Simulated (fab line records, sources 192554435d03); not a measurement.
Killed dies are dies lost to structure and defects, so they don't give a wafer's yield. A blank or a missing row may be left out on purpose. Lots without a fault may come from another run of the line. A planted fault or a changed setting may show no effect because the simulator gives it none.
One fault seen from 2 desks | flow n5_finfet | each desk has only its own numbers; what lay behind them comes last

THE TOOL OWNER'S DESK: rie_diel-02
The tool's own readings at N5_BEOL_M0_SAQP_ETCH_88 (etches underlayer in N2/H2, target depth 6.5 nm, time 5.2 s): means of the sampled wafers that have a number, for each lot that ran on this tool. A lot is out of limits, marked OUT, if its mean lies more than 4 standard deviations from the usual mean; the brackets give that distance.
Columns: A = drypump_motor_current_A at N5_BEOL_M0_SAQP_ETCH_88, usual 5.8 A; B = etch_rf_on_time_s at N5_BEOL_M0_SAQP_ETCH_88, usual 5.20 s; C = oes_product_au at N5_BEOL_M0_SAQP_ETCH_88, usual 0.66 a.u.; D = rf_vpp_V at N5_BEOL_M0_SAQP_ETCH_88, usual 522.8 V; E = showerhead_plenum_p_Torr at N5_BEOL_M0_SAQP_ETCH_88, usual 2.50 Torr; F = throttle_valve_pct at N5_BEOL_M0_SAQP_ETCH_88, usual 17.79 %
lot  | first seen here | A   | B              | C    | D     | E    | F
L277 | day 6 04:47     | 5.7 | 5.31           | 0.60 | 523.9 | 2.55 | 17.85
L280 | day 7 01:47     | 5.9 | 5.16           | 0.64 | 522.1 | 2.44 | 17.54
L288 | day 9 01:25     | 5.7 | 3.82 (-14) OUT | 0.90 | 523.4 | 2.55 | 17.61
L290 | day 9 12:17     | 5.7 | 3.83 (-14) OUT | 0.76 | 520.6 | 2.41 | 17.66
This desk's finding: out of limits on L288, L290; first on L288, day 9 01:25 (etch_rf_on_time_s at N5_BEOL_M0_SAQP_ETCH_88). In limits: L277, L280.

THE METROLOGY DESK
What the gauges read, lot by lot, whatever tool the lot ran on: means of the sampled wafers that have a number. A lot is out of limits, marked OUT, if its mean lies more than 4 standard deviations from the usual mean; the brackets give that distance. Of its 10 readings 7 are shown: those that lie furthest out on some lot.
Columns: A = DIBL_P at N5_BEOL_M4_RC_MEAS_101, usual 35.4 mV/V; B = IOFF_N at N5_BEOL_M4_RC_MEAS_101, usual 0.152 nA/um; C = IOFF_P at N5_BEOL_M4_RC_MEAS_101, usual 0.20 nA/um; D = ION_N at N5_BEOL_M4_RC_MEAS_101, usual 672 uA/um; E = ION_P at N5_BEOL_M4_RC_MEAS_101, usual 461 uA/um; F = VT_N at N5_BEOL_M4_RC_MEAS_101, usual 251 mV; G = VT_P at N5_BEOL_M4_RC_MEAS_101, usual -251 mV
lot  | first seen here | A    | B     | C    | D   | E   | F   | G
L275 | day 7 18:44     | 38.0 | 0.173 | 0.24 | 679 | 467 | 248 | -246
L276 | day 7 23:58     | 33.6 | 0.124 | 0.17 | 663 | 458 | 254 | -252
L277 | day 8 11:07     | 35.2 | 0.167 | 0.24 | 673 | 464 | 250 | -247
L280 | day 9 02:27     | 37.8 | 0.205 | 0.28 | 688 | 479 | 244 | -243
L288 | day 11 01:20    | 35.1 | 0.133 | 0.18 | 663 | 452 | 254 | -254
L290 | day 11 16:05    | 35.6 | 0.151 | 0.19 | 670 | 454 | 252 | -254
L291 | day 11 21:49    | 33.7 | 0.120 | 0.17 | 656 | 456 | 255 | -251
L297 | day 13 20:10    | 35.5 | 0.132 | 0.18 | 668 | 459 | 252 | -251
L298 | day 14 06:29    | 33.5 | 0.119 | 0.19 | 665 | 461 | 255 | -251
This desk's finding: nothing out of limits on any of the 9 lots.

PUT TOGETHER
The tool owner's desk could have raised an alarm at day 9 01:25, on L288, L290.
The metrology desk saw nothing out of limits.
The metrology desk has L288, L290 on record, within its limits.
Of the lots named, all ran N5_BEOL_M0_SAQP_ETCH_88 on rie_diel-02.

WHAT THE SIMULATOR HAD PUT IN
Process parameter drift: rie_diel-02, from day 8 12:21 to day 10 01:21, at N5_BEOL_M0_SAQP_ETCH_88. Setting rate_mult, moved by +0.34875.
Lots struck among those shown: L288, L290.
Hours from the fault's start to each desk's first reading out of limits: the tool owner's desk, 13.
